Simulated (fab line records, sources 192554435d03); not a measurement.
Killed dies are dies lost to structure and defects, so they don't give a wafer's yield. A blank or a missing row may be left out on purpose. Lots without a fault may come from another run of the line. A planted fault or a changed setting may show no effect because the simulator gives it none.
Split-lot experiment | flow n5_finfet | 7 lots, 39 wafers read, on a route of 1938 steps

THE SPLIT
At N5_HKMG_FIN_ETCH_32 (etches SOC in N2/H2, target depth 240 nm, time 300 s), the setting bias_w was moved away from the recipe's 150 W on 15 of the 39 wafers read, by -17.9% to +16.9%. The other wafers ran this setting at the recipe's value.

The reading is taken at the split's own step.

THE READING
rf_vpp_V, in V, at N5_HKMG_FIN_ETCH_32 (etches SOC in N2/H2, target depth 240 nm, time 300 s). Fault-free wafers of this fab line usually give 524.3 V, standard deviation 2.6 V.

wafer  | tool, chamber at the split | bias_w as run, W | against the recipe | rf_vpp_V, V | against lot-mates on the recipe
L077.1 | rie_diel-01, 0             | 123.1            | -17.9%             | 458.5       | -66.4
L077.2 | rie_diel-01, 1             | 123.1            | -17.9%             | 463.1       | -61.8
L077.3 | rie_diel-01, 2             | 150              | recipe             | 527.8       | -
L077.4 | rie_diel-01, 3             | 150              | recipe             | 526.9       | -
L077.5 | rie_diel-01, 3             | 123.1            | -17.9%             | 464.5       | -60.4
L077.6 | rie_diel-01, 0             | 150              | recipe             | 520.0       | -
L080.1 | rie_diel-01, 2             | 150              | recipe             | 527.1       | -
L080.2 | rie_diel-01, 1             | 150              | recipe             | 522.8       | -
L080.3 | rie_diel-01, 0             | 150              | recipe             | 518.5       | -
L085.1 | rie_diel-05, 2             | 175.3            | +16.9%             | 576.8       | +52.2
L085.2 | rie_diel-05, 1             | 150              | recipe             | 523.0       | -
L085.3 | rie_diel-05, 0             | 175.3            | +16.9%             | 577.7       | +53.1
L085.4 | rie_diel-05, 3             | 150              | recipe             | 527.9       | -
L085.5 | rie_diel-05, 1             | 150              | recipe             | 523.0       | -
L085.6 | rie_diel-05, 2             | 175.3            | +16.9%             | 577.1       | +52.5
L086.1 | rie_diel-02, 0             | 150              | recipe             | 520.6       | -
L086.2 | rie_diel-02, 3             | 161.6            | +7.7%              | 549.0       | +24.5
L086.3 | rie_diel-02, 2             | 150              | recipe             | 528.1       | -
L086.4 | rie_diel-02, 1             | 150              | recipe             | 524.9       | -
L086.5 | rie_diel-02, 0             | 161.6            | +7.7%              | 546.4       | +21.9
L086.6 | rie_diel-02, 1             | 161.6            | +7.7%              | 550.0       | +25.5
L087.1 | rie_diel-05, 3             | 137.9            | -8.1%              | 500.7       | -22.3
L087.2 | rie_diel-05, 2             | 150              | recipe             | 523.4       | -
L087.3 | rie_diel-05, 1             | 137.9            | -8.1%              | 495.9       | -27.1
L087.4 | rie_diel-05, 0             | 150              | recipe             | 522.5       | -
L087.5 | rie_diel-05, 3             | 137.9            | -8.1%              | 501.2       | -21.8
L087.6 | rie_diel-05, 2             | 150              | recipe             | 523.1       | -
L090.1 | rie_diel-01, 0             | 150              | recipe             | 529.3       | -
L090.2 | rie_diel-01, 1             | 150              | recipe             | 523.7       | -
L090.3 | rie_diel-01, 3             | 150              | recipe             | 525.0       | -
L090.4 | rie_diel-01, 2             | 150              | recipe             | 526.1       | -
L090.5 | rie_diel-01, 1             | 150              | recipe             | 521.9       | -
L090.6 | rie_diel-01, 2             | 150              | recipe             | 525.5       | -
L092.1 | rie_diel-01, 0             | 127.8            | -14.8%             | 478.0       | -46.9
L092.2 | rie_diel-01, 2             | 150              | recipe             | 526.3       | -
L092.3 | rie_diel-01, 1             | 150              | recipe             | 523.0       | -
L092.4 | rie_diel-01, 3             | 150              | recipe             | 525.5       | -
L092.5 | rie_diel-01, 2             | 127.8            | -14.8%             | 475.7       | -49.2
L092.6 | rie_diel-01, 1             | 127.8            | -14.8%             | 472.5       | -52.4

THE FIT
A straight line over all 39 wafers: rf_vpp_V changes by +3.28 V for each +1% of bias_w; r = +1.00; the points scatter about the line by 2.8 V.
The same after taking each lot's own level away (the mean of its wafers on the recipe; 39 wafers): +3.28 V for each +1%; r = +0.99; scatter 2.9 V.
On that fit, the largest move of bias_w shifts the reading by 59 V.
The lots' own levels span 522.80 to 525.25 V, that is 0.9 times the standard deviation above.
So the lot-to-lot level changes the slope little: the two slopes agree.
Check: with one of the wafers moved furthest among these (-17.9%) left out of the fit, the line predicts -58.3 V for it against its lot-mates. It came out at -66.4 V against them.
Tool readings at the split's step, against how far the setting was moved: rf_vpp_V r = +1.00.

OTHER SPLITS ON THESE WAFERS
These wafers also went through other splits before the reading. Each is held against what the fit with the lots' levels taken away leaves over:
other split on the same wafers     | wafers away from the commonest value | r with rf_vpp_V (lot level and that fit taken away)
N5_FIN_SAQP_HM_DEP_03 target_thk_a | 18                                   | -0.24
N5_SD_EPI_P_EPI_21 temp_c          | 15                                   | +0.05
N5_HKMG_FIN_CVD_62 temp_c          | 15                                   | -0.08

THE WHOLE CHAIN: every reading that the file lists as answering this split, in the file's order
step                | what it does                                         | reading                                                                           | change (the file's fit)               | r (the file's)
N5_HKMG_FIN_ETCH_32 | etches SOC in N2/H2, target depth 240 nm, time 300 s | rf_vpp_V                                                                          | +3.29 V for each +1% of the setting   | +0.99
N5_HKMG_FIN_ETCH_32 | etches SOC in N2/H2, target depth 240 nm, time 300 s | SiARC_of_HKMG_FIN_COAT_30.thk_nm (the simulator's own value, which no gauge read) | -0.162 nm for each +1% of the setting | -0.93

THE FILE'S OWN FIT
rf_vpp_V changes by +3.29 V for each +1% of bias_w, r = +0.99.
